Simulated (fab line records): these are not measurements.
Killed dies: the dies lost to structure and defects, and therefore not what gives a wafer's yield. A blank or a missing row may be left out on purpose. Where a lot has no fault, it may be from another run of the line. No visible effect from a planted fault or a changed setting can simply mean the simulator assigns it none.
Matching of chambers    flow n5 finfet    N5_MOL_CONTACT_COAG_ETCH_91 on rie diel-06: 4 sister chambers
The step etches SOC in N2/H2, target depth 60 nm, overetch 21 nm, time 101.2 s. 4 wafers are shown with their chamber, then 9 later ones without.

== WAFERS, EACH WITH ITS CHAMBER ==
wafer   chamber  drypump motor current A (A)
L084.6  0        6.2
L089.2  2        5.4
L089.3  1        4.8
L089.5  3        6.6

== WAFERS WITH NO CHAMBER GIVEN ==
wafer   drypump motor current A (A)
L091.1  5.4
L091.2  6.6
L091.3  4.9
L093.2  5.4
L093.3  6.6
L093.4  4.8
L095.2  4.9
L095.3  5.4
L095.4  5.5

== EACH ONE'S CHAMBER ==
wafer   from the rows above  in truth
L091.1  2                    2
L091.2  3                    3
L091.3  1                    1
L093.2  2                    2
L093.3  3                    3
L093.4  1                    1
L095.2  1                    1
L095.3  2                    2
L095.4  2                    2
Placed correctly: 9 of 9. Not placeable from these rows: 0. 0 placed wrongly.
How it was worked out, from the rows above alone: a wafer's distance from a chamber is the root of the sum, over the readings, of the square of ((its reading less the chamber's mean) divided by the reading's scatter). The wafer belongs to the nearest chamber; if the next one is less than 2 further off, it can't be placed. Each chamber's mean is taken over the wafers shown for it. The scatter: with one shown wafer a chamber, the root of the mean of the squares of how far each hidden wafer lies from its nearest shown one.
